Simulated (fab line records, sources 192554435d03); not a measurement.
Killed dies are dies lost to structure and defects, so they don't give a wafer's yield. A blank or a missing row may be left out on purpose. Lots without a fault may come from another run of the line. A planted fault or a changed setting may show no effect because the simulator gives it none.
Chamber matching | flow n5_finfet | N5_BEOL_M13_DESCUM_33 on rie_diel-01: 4 sister chambers
The step chemistry O2, time 7.9 s. 4 wafers are shown with their chamber, then 8 later ones without.

WAFERS WITH THEIR CHAMBER
wafer  | chamber | throttle_valve_pct (%)
L082.3 | 2       | 20.60
L091.1 | 3       | 20.39
L091.2 | 1       | 20.63
L092.1 | 0       | 19.96

WAFERS WITHOUT THEIR CHAMBER
wafer  | throttle_valve_pct (%)
L092.3 | 20.64
L092.4 | 20.65
L095.1 | 20.63
L095.2 | 20.65
L095.4 | 19.95
L093.1 | 20.66
L093.5 | 20.63
L093.6 | 20.64

WHICH CHAMBER EACH WENT THROUGH
wafer  | from the rows above     | in truth
L092.3 | can't be placed: 1 or 2 | 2
L092.4 | can't be placed: 1 or 2 | 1
L095.1 | can't be placed: 1 or 2 | 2
L095.2 | can't be placed: 1 or 2 | 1
L095.4 | 0                       | 0
L093.1 | can't be placed: 1 or 2 | 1
L093.5 | can't be placed: 1 or 2 | 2
L093.6 | can't be placed: 1 or 2 | 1
Placed correctly: 1 of 8. Can't be placed from these rows: 7 (the true chamber is among the candidates in 7). Placed wrongly: 0.
How it was worked out, from the rows above alone: a wafer's distance from a chamber is the root of the sum, over the readings, of the square of ((its reading less the chamber's mean) divided by the reading's scatter). The wafer belongs to the nearest chamber; if the next one is less than 2 further off, it can't be placed. A chamber's mean is the mean of its shown wafers. The scatter: with one shown wafer a chamber, the root of the mean of the squares of how far each hidden wafer lies from its nearest shown one.
